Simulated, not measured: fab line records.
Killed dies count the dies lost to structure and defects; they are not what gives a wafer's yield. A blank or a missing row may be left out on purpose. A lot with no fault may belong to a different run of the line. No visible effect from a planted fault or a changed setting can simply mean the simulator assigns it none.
Chamber matching	flow n5_finfet	4 sister chambers for N5_BEOL_M5_DESCUM_33 on rie_diel-02
The step chemistry O2, time 7 s. 27 wafers are shown with their chamber, then 12 later ones without.

## WAFERS PAIRED WITH THEIR CHAMBERS
wafer	chamber	showerhead_plenum_p_Torr (Torr)	drypump_motor_current_A (A)	throttle_valve_pct (%)
L077.1	3	2.00	5.9	20.53
L077.2	0	2.09	5.7	20.30
L077.3	1	2.17	6.2	20.47
L078.3	2	2.06	4.9	20.24
L078.5	0	2.09	5.7	20.31
L078.6	1	2.17	6.2	20.47
L080.2	0	2.09	5.7	20.30
L080.4	1	2.17	6.2	20.48
L080.5	1	2.17	6.2	20.49
L081.1	2	2.06	4.9	20.25
L081.2	0	2.09	5.7	20.34
L081.3	3	1.99	5.9	20.53
L085.1	1	2.16	6.1	20.50
L085.2	3	1.99	5.9	20.55
L085.5	3	1.99	5.9	20.53
L086.1	3	1.99	5.9	20.56
L086.3	0	2.08	5.7	20.34
L086.4	1	2.16	6.2	20.49
L088.2	2	2.06	5.0	20.24
L088.5	0	2.08	5.8	20.34
L088.6	1	2.16	6.1	20.50
L089.2	0	2.08	5.8	20.33
L089.3	3	1.99	5.9	20.56
L089.6	2	2.06	4.9	20.25
L092.1	1	2.16	6.1	20.53
L092.4	2	2.05	4.9	20.26
L092.6	3	1.99	5.9	20.56

SIGNATURES (means of the wafers above)
reading	chamber 0	chamber 1	chamber 2	chamber 3	scatter within a chamber
showerhead_plenum_p_Torr	2.0857	2.1650	2.0580	1.9914	0.00483
drypump_motor_current_A	5.729	6.162	4.920	5.900	0.0422
throttle_valve_pct	20.3229	20.4913	20.2480	20.5457	0.0168
Rule: for each reading, subtract the chamber's mean from the wafer's reading, divide by that reading's scatter and square the result; add these up over the readings and take the root, which gives the wafer's distance from the chamber. If the next closest chamber is less than 2 further off than the closest, the wafer can't be placed; otherwise it belongs to the closest. The scatter: the root of (the sum of the squares of (reading less its chamber's mean) over the shown wafers, divided by (wafers less chambers)).

## WAFERS WITHOUT THEIR CHAMBER
wafer	showerhead_plenum_p_Torr (Torr)	drypump_motor_current_A (A)	throttle_valve_pct (%)
L095.2	1.99	5.9	20.58
L095.3	2.05	4.9	20.27
L095.5	2.05	4.9	20.29
L093.1	1.99	5.9	20.58
L093.3	2.05	5.0	20.25
L093.5	2.16	6.2	20.52
L094.1	1.98	5.9	20.56
L094.2	2.08	5.7	20.36
L094.5	1.99	5.9	20.57
L096.2	2.16	6.2	20.52
L096.4	2.05	4.9	20.27
L096.6	1.99	5.9	20.57

## WHICH CHAMBER EACH WENT THROUGH
wafer	from the rows above	in truth
L095.2	3	3
L095.3	2	2
L095.5	2	2
L093.1	3	3
L093.3	2	2
L093.5	1	1
L094.1	3	3
L094.2	0	0
L094.5	3	3
L096.2	1	1
L096.4	2	2
L096.6	3	3
12 of 12 placed correctly. Left unplaced by these rows: 0. Wrongly placed: 0.
